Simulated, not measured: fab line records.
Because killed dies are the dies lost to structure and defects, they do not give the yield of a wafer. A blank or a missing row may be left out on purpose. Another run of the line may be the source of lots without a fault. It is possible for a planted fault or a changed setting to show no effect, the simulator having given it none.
Which tool did it? :: flow n5Finfet :: Sampling: 11 lots, 30 wafers, 4 of 1938 route steps

## WHAT THE GAUGES READ, wafer by wafer
N5_PASSIVATION_CD_MEAS_44: target cd 40000 nm.
lot: L853
measured: day 13 18:43
on: cdSem-02
cdNm (nm): 40002 39997 40000

lot: L852
measured: day 14 01:47
on: cdSem-03
cdNm (nm): 39996 40001 40000

lot: L854
measured: day 14 02:20
on: cdSem-03
cdNm (nm): 40000 39997 39999

lot: L856
measured: day 14 03:13
on: cdSem-03
cdNm (nm): 39994 39996 39995

lot: L860
measured: day 15 03:03
on: cdSem-01
cdNm (nm): 40054 40003

lot: L861
measured: day 15 07:57
on: cdSem-02
cdNm (nm): 40050 39999

lot: L862
measured: day 15 20:28
on: cdSem-01
cdNm (nm): 40056 40002

lot: L863
measured: day 15 23:37
on: cdSem-02
cdNm (nm): 40002 40003 40003

lot: L866
measured: day 17 02:27
on: cdSem-03
cdNm (nm): 39996 39999 40001

lot: L870
measured: day 17 13:59
on: cdSem-02
cdNm (nm): 40000 40000 40000

lot: L867
measured: day 17 15:05
on: cdSem-03
cdNm (nm): 39998 40001 40001

## WHICH TOOL RAN EACH LOT (tool, then ch and the chambers of the sampled wafers, then the start)
lot: L853
N5_PASSIVATION_DEGAS_18: pvdSputter-01, day 13 16:11
N5_PASSIVATION_SPUTTER_20: pvdSputter-01, day 13 16:16
N5_PASSIVATION_EXPOSE_41: krfScanner-01 ch 0, day 13 18:32

lot: L852
N5_PASSIVATION_DEGAS_18: pvdSputter-02, day 13 23:08
N5_PASSIVATION_SPUTTER_20: pvdSputter-02, day 13 23:13
N5_PASSIVATION_EXPOSE_41: krfScanner-01 ch 0, day 14 01:37

lot: L854
N5_PASSIVATION_DEGAS_18: pvdSputter-02, day 13 23:41
N5_PASSIVATION_SPUTTER_20: pvdSputter-02, day 13 23:46
N5_PASSIVATION_EXPOSE_41: krfScanner-01 ch 0, day 14 02:10

lot: L856
N5_PASSIVATION_DEGAS_18: pvdSputter-03, day 14 00:35
N5_PASSIVATION_SPUTTER_20: pvdSputter-03, day 14 00:40
N5_PASSIVATION_EXPOSE_41: krfScanner-02 ch 0, day 14 03:03

lot: L860
N5_PASSIVATION_DEGAS_18: pvdSputter-02, day 15 00:38
N5_PASSIVATION_SPUTTER_20: pvdSputter-02, day 15 00:43
N5_PASSIVATION_EXPOSE_41: krfScanner-01 ch 0, day 15 02:53

lot: L861
N5_PASSIVATION_DEGAS_18: pvdSputter-01, day 15 05:10
N5_PASSIVATION_SPUTTER_20: pvdSputter-01, day 15 05:14
N5_PASSIVATION_EXPOSE_41: krfScanner-01 ch 0, day 15 07:47

lot: L862
N5_PASSIVATION_DEGAS_18: pvdSputter-01, day 15 17:58
N5_PASSIVATION_SPUTTER_20: pvdSputter-01, day 15 18:02
N5_PASSIVATION_EXPOSE_41: krfScanner-01 ch 0, day 15 20:18

lot: L863
N5_PASSIVATION_DEGAS_18: pvdSputter-03, day 15 20:54
N5_PASSIVATION_SPUTTER_20: pvdSputter-03, day 15 20:59
N5_PASSIVATION_EXPOSE_41: krfScanner-02 ch 0, day 15 23:28

lot: L866
N5_PASSIVATION_DEGAS_18: pvdSputter-02, day 16 23:48
N5_PASSIVATION_SPUTTER_20: pvdSputter-02, day 16 23:53
N5_PASSIVATION_EXPOSE_41: krfScanner-02 ch 0, day 17 02:16

lot: L870
N5_PASSIVATION_DEGAS_18: pvdSputter-03, day 17 11:20
N5_PASSIVATION_SPUTTER_20: pvdSputter-03, day 17 11:25
N5_PASSIVATION_EXPOSE_41: krfScanner-02 ch 0, day 17 13:48

lot: L867
N5_PASSIVATION_DEGAS_18: pvdSputter-03, day 17 12:34
N5_PASSIVATION_SPUTTER_20: pvdSputter-03, day 17 12:39
N5_PASSIVATION_EXPOSE_41: krfScanner-02 ch 0, day 17 14:55
- N5_PASSIVATION_DEGAS_18: time 60 s.
- N5_PASSIVATION_SPUTTER_20: material TaN, target thk 50 nm.
- N5_PASSIVATION_EXPOSE_41: exposes mask PASS OPEN, defocus 0 nm, target cd 40000 nm.

## THE ANSWER, worked out from the rows above alone
Rule: the lots themselves supply what counts as usual. Put in order of their means at a reading, lots are off if they are a third of the lots or fewer, leave a main group of 4 or more, and stand apart from it by a gap of 3 or more times the standard deviation of the main group's means; of several such gaps the widest counts. A main group whose means are all the same, to the digits that the tables above print for the reading, isn't used. A lot without any number at a reading at which 4 lots or more have one is off too. All remaining lots with rows at the step are treated as sound.
Off: L860, L861, L862 (N5_PASSIVATION_CD_MEAS_44, cdNm). The main group has a mean of 39999 nm with a standard deviation of 2.
A tool fits if, at a process step before that reading, it ran every lot that is off, and no sound lot after the first of them. Those tools and the gauges at N5_PASSIVATION_CD_MEAS_44 are tried in the same way. One candidate fits, namely krfScanner-01 at N5_PASSIVATION_EXPOSE_41. Its last sound lot is L854 (day 14 02:10), its first lot that is off L860 (day 15 02:53): a fault that began between those two fits.

## WHAT HAD BEEN PUT IN BY THE SIMULATOR
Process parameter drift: krfScanner-01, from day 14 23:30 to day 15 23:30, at N5_PASSIVATION_EXPOSE_41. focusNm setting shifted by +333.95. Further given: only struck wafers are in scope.
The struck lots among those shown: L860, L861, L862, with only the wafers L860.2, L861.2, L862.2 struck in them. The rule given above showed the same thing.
